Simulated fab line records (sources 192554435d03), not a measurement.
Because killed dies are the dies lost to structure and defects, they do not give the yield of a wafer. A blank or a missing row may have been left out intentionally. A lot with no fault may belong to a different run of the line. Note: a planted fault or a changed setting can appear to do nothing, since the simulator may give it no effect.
Chamber matching	flow n5Finfet	rieSi-03 running N5_BEOL_M0_SAQP_MANDREL1_REMOVE_100: 4 sister chambers
The step chemistry HBr/Cl2/O2, target a-Si, stops on SiNx, bt time 10 s. 8 wafers are shown with their chamber, then 8 later ones without.

EACH WAFER AND ITS CHAMBER
wafer	chamber	throttleValvePct (%)	drypumpMotorCurrentA (A)
L081.3	0	36.68	4.9
L081.5	2	37.13	5.8
L082.2	2	37.14	5.8
L082.3	3	36.51	5.9
L083.3	1	36.82	5.3
L083.4	3	36.51	5.8
L083.5	0	36.65	4.9
L086.1	1	36.84	5.4

WAFERS WHOSE CHAMBER IS MISSING
wafer	throttleValvePct (%)	drypumpMotorCurrentA (A)
L086.2	36.64	4.9
L086.6	36.67	4.9
L088.1	36.52	5.9
L088.4	36.82	5.4
L088.5	36.53	5.8
L089.1	36.53	5.9
L089.3	36.83	5.3
L089.6	36.52	5.9

WHICH CHAMBER EACH ONE RAN IN
wafer	from the rows above	in truth
L086.2	0	0
L086.6	0	0
L088.1	3	3
L088.4	1	1
L088.5	3	3
L089.1	3	3
L089.3	1	1
L089.6	3	3
Correct placement for 8 of the 8. Not placeable from these rows: 0. Number placed wrongly: 0.
How it was worked out, from the rows above alone: a wafer's distance from a chamber is the root of the sum, over the readings, of the square of ((its reading less the chamber's mean) divided by the reading's scatter). If the next closest chamber is less than 2 further off than the closest, the wafer can't be placed; otherwise it belongs to the closest. For every chamber, the mean is computed from those of its wafers that are shown. How the scatter is found: for the shown wafers, subtract from each reading the mean of its chamber, square and add these, divide the total by (wafers less chambers), then take the root.
